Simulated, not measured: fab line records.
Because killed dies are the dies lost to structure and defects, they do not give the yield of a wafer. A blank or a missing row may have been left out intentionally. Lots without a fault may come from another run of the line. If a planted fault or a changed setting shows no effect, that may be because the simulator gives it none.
The same fault as seen by 2 desks | flow nand-harc | only its own numbers are on each desk; what lay behind them is given at the end

== DESK OF THE TOOL OWNER: cvd-w-02 ==
The tool's own readings at NHARC_A_BLC_CVD_24 (deposits W, target thk 150 nm, time 434 s): means of the sampled wafers that have a number, for each lot that ran on this tool. If a lot's mean is further than 4 standard deviations from the usual mean, the lot is out of limits and carries the mark OUT (the distance appears in the brackets).
Columns: A = heater-power-w at NHARC_A_BLC_CVD_24, usual 488 W; B = throttle-valve-pct at NHARC_A_BLC_CVD_24, usual 8.0 %
lot  | first seen here | A   | B
L195 | day 17 16:02    | 527 | 7.6
L200 | day 18 16:31    | 502 | 7.7
L202 | day 19 08:05    | 507 | 7.6
L214 | day 22 15:45    | 522 | 7.9
L215 | day 22 22:13    | 503 | 7.8
Result from this desk: across the 5 lots, nothing is out of limits.

== FROM THE METROLOGY DESK ==
Lot by lot, what the gauges showed, no matter which tool ran the lot: averages of those sampled wafers that carry a number. If a lot's mean is further than 4 standard deviations from the usual mean, the lot is out of limits and carries the mark OUT (the distance appears in the brackets).
Columns: A = cd-nm at NHARC_A_BLC_CD_MEAS_10, usual 100.2 nm; B = overlay-x-nm at NHARC_A_BLC_OVL_MEAS_11, usual -0.1 nm; C = overlay-y-nm at NHARC_A_BLC_OVL_MEAS_11, usual 0.2 nm
lot  | first seen here | A     | B    | C
L194 | day 17 07:23    | 100.2 | -1.1 | -0.7
L195 | day 17 08:15    | 99.8  | -1.1 | 0.8
L196 | day 17 17:38    | 101.2 | -0.0 | -0.4
L200 | day 18 14:15    | 100.3 | 1.5  | 0.2
L202 | day 19 01:40    | 100.4 | -0.8 | 0.1
L207 | day 20 07:41    | 99.9  | -0.2 | 1.2
L212 | day 21 19:05    | 100.5 | -0.1 | -0.5
L213 | day 21 21:39    | 99.9  | 0.9  | 0.4
L214 | day 22 09:01    | 100.2 | -0.6 | 1.1
L216 | day 22 17:33    | 98.9  | 0.3  | 1.0
L215 | day 22 18:37    | 100.1 | -0.1 | 0.6
L217 | day 24 00:14    | 100.1 | -0.8 | -0.8
Result from this desk: across the 12 lots, nothing is out of limits.

== PUT TOGETHER ==
Nothing out of limits was seen by the tool owner's desk.
Nothing out of limits was seen by the metrology desk.

== WHAT THE SIMULATOR HAD INSERTED ==
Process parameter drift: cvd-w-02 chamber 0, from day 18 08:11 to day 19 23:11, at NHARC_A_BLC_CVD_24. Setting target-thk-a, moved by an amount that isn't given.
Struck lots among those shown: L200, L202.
